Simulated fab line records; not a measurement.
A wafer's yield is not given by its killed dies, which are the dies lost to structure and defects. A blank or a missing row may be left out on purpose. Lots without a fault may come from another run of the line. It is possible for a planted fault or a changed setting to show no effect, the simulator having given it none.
Split-lot study -- flow n5 finfet -- 7 lots, 39 wafers read, on a route of 1938 steps

ON THE SPLIT
At N5_SD_EPI_N_EPI_21 (deposits Si:P, time 690 s), the setting temp c was moved away from the recipe's 680 C on 15 of the 39 wafers read, by -0.6% to +0.7%. All remaining wafers had this setting at the recipe value.

FROM THE SPLIT TO THE READING: what the file shows between them, 11 steps
- N5_SD_EPI_N_EPI_MEAS_23
- N5_SD_EPI_N_PRECLEAN_24: cleans in O3/DIW, time 60 s
- N5_SD_EPI_N_SRD_25: time 30 s
- N5_SD_EPI_N_PRECLEAN_49: cleans in NF3:NH3, afs cycles 1, time 20 s, sublimation time 60 s
- N5_SD_EPI_P_HM_STRIP_48: strips SiNx in H3PO4, material SiNx, target depth 3 nm
- N5_SD_EPI_P_SRD_49: time 30 s
- N5_SD_EPI_P_PRECLEAN_24: cleans in O3/DIW, time 45 s
- N5_SD_EPI_P_PRECLEAN_32: cleans in dHF, time 10 s
- N5_SD_EPI_P_PRECLEAN_33: cleans in SC2, time 45 s
- N5_SD_ACTIVATION_RTA_00: time 0 s
- N5_SD_ACTIVATION_LSA_01: time 0.0008 s

THE READING
At N5_SD_ACTIVATION_RS_MEAS_03, a four-point-probe measurement gives RS_SD_N in ohm/sq. On this fab line, fault-free wafers typically give 21.9 ohm/sq with a standard deviation of 0.31 ohm/sq.

wafer,"tool, chamber at the split","temp c as run, C",against the recipe,"RS_SD_N, ohm/sq",against lot-mates on the recipe
L075.1,"epi rpcvd-04, 0",680,recipe,21.6,-
L075.2,"epi rpcvd-04, 0",684.1,+0.6%,20.5,-1.2
L075.3,"epi rpcvd-04, 0",684.1,+0.6%,20.3,-1.4
L075.4,"epi rpcvd-04, 0",684.1,+0.6%,20.4,-1.3
L075.5,"epi rpcvd-04, 0",680,recipe,21.8,-
L075.6,"epi rpcvd-04, 0",680,recipe,21.7,-
L077.1,"epi rpcvd-03, 0",680,recipe,22.0,-
L077.2,"epi rpcvd-03, 0",684.7,+0.7%,20.3,-1.8
L077.3,"epi rpcvd-03, 0",684.7,+0.7%,20.4,-1.7
L077.4,"epi rpcvd-03, 0",680,recipe,22.2,-
L077.5,"epi rpcvd-03, 0",680,recipe,22.2,-
L077.6,"epi rpcvd-03, 0",684.7,+0.7%,20.5,-1.6
L078.1,"epi rpcvd-04, 0",680,recipe,22.5,-
L078.2,"epi rpcvd-04, 0",680,recipe,22.2,-
L078.6,"epi rpcvd-04, 0",680,recipe,22.8,-
L086.1,"epi rpcvd-04, 0",680,recipe,21.9,-
L086.2,"epi rpcvd-04, 0",680,recipe,22.3,-
L086.3,"epi rpcvd-04, 0",680,recipe,21.7,-
L086.4,"epi rpcvd-04, 0",680,recipe,21.8,-
L086.5,"epi rpcvd-04, 0",680,recipe,22.2,-
L086.6,"epi rpcvd-04, 0",680,recipe,21.9,-
L088.1,"epi rpcvd-03, 0",680,recipe,22.0,-
L088.2,"epi rpcvd-03, 0",677.4,-0.4%,22.6,+0.5
L088.3,"epi rpcvd-03, 0",680,recipe,22.0,-
L088.4,"epi rpcvd-03, 0",677.4,-0.4%,23.1,+1.0
L088.5,"epi rpcvd-03, 0",677.4,-0.4%,23.0,+0.9
L088.6,"epi rpcvd-03, 0",680,recipe,22.3,-
L091.1,"epi rpcvd-01, 0",680,recipe,21.9,-
L091.2,"epi rpcvd-01, 0",675.6,-0.6%,23.7,+1.9
L091.3,"epi rpcvd-01, 0",675.6,-0.6%,23.8,+2.0
L091.4,"epi rpcvd-01, 0",680,recipe,21.9,-
L091.5,"epi rpcvd-01, 0",675.6,-0.6%,23.7,+1.9
L091.6,"epi rpcvd-01, 0",680,recipe,21.6,-
L095.1,"epi rpcvd-04, 0",676.9,-0.5%,23.6,+1.1
L095.2,"epi rpcvd-04, 0",680,recipe,22.6,-
L095.3,"epi rpcvd-04, 0",680,recipe,22.5,-
L095.4,"epi rpcvd-04, 0",676.9,-0.5%,23.2,+0.7
L095.5,"epi rpcvd-04, 0",676.9,-0.5%,23.4,+0.9
L095.6,"epi rpcvd-04, 0",680,recipe,22.4,-

FIT RESULTS
A straight line over all 39 wafers: RS_SD_N changes by -2.58 ohm/sq for each +1% of temp c; r = -0.96; the points scatter about the line by 0.28 ohm/sq.
The same after taking each lot's own level away (the mean of its wafers on the recipe; 39 wafers): -2.45 ohm/sq for each +1%; r = -0.97; scatter 0.21 ohm/sq.
That fit puts the effect of the largest move of temp c on the reading at 1.7 ohm/sq.
From 21.70 to 22.50 ohm/sq: that is the span of the lots' own levels, equal to 2.6 times the standard deviation above.
Hence the lot-to-lot level has little effect on the slope; both slopes agree.
Check: with one of the wafers moved furthest among these (+0.7%) left out of the fit, the line predicts -1.66 ohm/sq for it against its lot-mates. Against them it came out at -1.83 ohm/sq.

ADDITIONAL SPLITS CARRIED BY THESE WAFERS
Other splits were also applied to these wafers ahead of the reading. Each is held against what the fit with the lots' levels taken away leaves over:
other split on the same wafers,wafers away from the commonest value,r with RS_SD_N (lot level and that fit taken away)
N5_PMOS_HMC_CHANNEL_EPI_EPI_20 temp c,18,+0.09
N5_DUMMY_GATE_EXPOSE_12 dose mj,15,-0.16

THE WHOLE CHAIN: every reading that the file lists as answering this split, in the file's order
step,what it does,reading,change (the file's fit),r (the file's)
N5_SD_EPI_N_EPI_21,"deposits Si:P, time 690 s","Si-P_of_SD_EPI_N_EPI_21.thk nm (the simulator's own value, which no gauge read)",+7.07 nm for each +1% of the setting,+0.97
N5_SD_EPI_N_EPI_MEAS_23,,thk nm,withheld for each +1% of the setting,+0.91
N5_SD_EPI_N_PRECLEAN_24,"cleans in O3/DIW, time 60 s","Si-P_of_SD_EPI_N_EPI_21.thk nm (the simulator's own value, which no gauge read)",+7 nm for each +1% of the setting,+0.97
N5_SD_EPI_P_PRECLEAN_24,"cleans in O3/DIW, time 45 s","Si-P_of_SD_EPI_N_EPI_21.thk nm (the simulator's own value, which no gauge read)",+6.92 nm for each +1% of the setting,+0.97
N5_SD_ACTIVATION_RS_MEAS_03,measures by four-point-probe,RS_SD_N,-2.46 for each +1% of the setting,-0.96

THE FILE'S OWN FIT
RS_SD_N changes by -2.46 ohm/sq for each +1% of temp c, r = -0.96.
